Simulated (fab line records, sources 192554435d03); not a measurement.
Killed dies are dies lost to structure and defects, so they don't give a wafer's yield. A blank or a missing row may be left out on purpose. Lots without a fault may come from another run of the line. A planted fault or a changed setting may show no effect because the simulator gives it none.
Split-lot experiment | flow n5_finfet | 7 lots, 21 wafers read, on a route of 1938 steps

THE SPLIT
At N5_BEOL_M14_ILD_DEP_00 (deposits SiO2 from TEOS/O2, target thk 1119.3 nm, time 237.4 s), the setting temp_c was moved away from the recipe's 400 C on 7 of the 21 wafers read, by -1.0% to +2.0%. The other wafers ran this setting at the recipe's value.

The file shows no step between the split and the reading.

THE READING
M14_ILD_THK, in nm, at N5_BEOL_M14_THK_MEAS_01. Fault-free wafers of this fab line usually give 1117 nm, standard deviation 13 nm.

wafer  | tool, chamber at the split | temp_c as run, C | against the recipe | M14_ILD_THK, nm | against lot-mates on the recipe
L074.3 | pecvd-02, 0                | 400              | recipe             | 1129            | -
L074.4 | pecvd-02, 0                | 400              | recipe             | 1133            | -
L074.5 | pecvd-02, 1                | 400              | recipe             | 1146            | -
L076.1 | pecvd-01, 1                | 395.9            | -1.0%              | 1145            | +16
L076.4 | pecvd-01, 0                | 395.9            | -1.0%              | 1150            | +21
L076.6 | pecvd-01, 2                | 400              | recipe             | 1129            | -
L080.2 | pecvd-02, 1                | 400              | recipe             | 1095            | -
L080.5 | pecvd-02, 1,0              | 400              | recipe             | 1121            | -
L080.6 | pecvd-02, 1,0              | 400              | recipe             | 1120            | -
L081.3 | pecvd-01, 1                | 400              | recipe             | 1117            | -
L081.4 | pecvd-01, 1                | 395.8            | -1.0%              | 1173            | +52
L081.6 | pecvd-01, 0                | 400              | recipe             | 1124            | -
L088.1 | pecvd-01, 2,0              | 400              | recipe             | 1119            | -
L088.2 | pecvd-01, 0                | 400              | recipe             | 1107            | -
L088.5 | pecvd-01, 2,0              | 400              | recipe             | 1116            | -
L090.1 | pecvd-01, 2                | 396.1            | -1.0%              | 1144            | +18
L090.4 | pecvd-01, 0                | 400              | recipe             | 1126            | -
L090.6 | pecvd-01, 2                | 396.1            | -1.0%              | 1157            | +31
L097.1 | pecvd-03, 0                | 408              | +2.0%              | 1031            | -82
L097.2 | pecvd-03, 2                | 408              | +2.0%              | 1042            | -71
L097.5 | pecvd-03, 2                | 400              | recipe             | 1113            | -
Where a row lists several chambers, the file gives one row for several wafers and doesn't say which wafer went through which chamber.

THE FIT
A straight line over all 21 wafers: M14_ILD_THK changes by -38.7 nm for each +1% of temp_c; r = -0.94; the points scatter about the line by 12 nm.
The same after taking each lot's own level away (the mean of its wafers on the recipe; 21 wafers): -34.3 nm for each +1%; r = -0.94; scatter 9.8 nm.
On that fit, the largest move of temp_c shifts the reading by 69 nm.
The lots' own levels span 1112.0 to 1136.0 nm, that is 1.8 times the standard deviation above.
So the lot-to-lot level changes the slope: the two fits differ.
Check: with one of the wafers moved furthest among these (+2.0%) left out of the fit, the line predicts -64.5 nm for it against its lot-mates. It came out at -82 nm against them.

OTHER SPLITS ON THESE WAFERS
These wafers also went through other splits before the reading. Each is held against what the fit with the lots' levels taken away leaves over:
other split on the same wafers | wafers away from the commonest value | r with M14_ILD_THK (lot level and that fit taken away)
N5_BEOL_M12_PEB_08 peb_time_s  | 9                                    | -0.07
N5_BEOL_M12_SPUTTER_44 power_w | 7                                    | +0.01

THE WHOLE CHAIN: every reading that the file lists as answering this split, in the file's order
step                    | what it does                                                   | reading                                                                             | change (the file's fit)              | r (the file's)
N5_BEOL_M14_ILD_DEP_00  | deposits SiO2 from TEOS/O2, target thk 1119.3 nm, time 237.4 s | SiO2_of_BEOL_M14_ILD_DEP_00.thk_nm (the simulator's own value, which no gauge read) | -35.3 nm for each +1% of the setting | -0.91
N5_BEOL_M14_THK_MEAS_01 |                                                                | M14_ILD_THK                                                                         | -35.2 for each +1% of the setting    | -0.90
N5_BEOL_M14_VIA_ETCH_16 | etches SiO2 in C4F8/O2/Ar, target depth 1231.3 nm              | etch.depth_nm (the simulator's own value, which no gauge read)                      | -35.3 nm for each +1% of the setting | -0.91

THE FILE'S OWN FIT
M14_ILD_THK changes by -35.2 nm for each +1% of temp_c, r = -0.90.
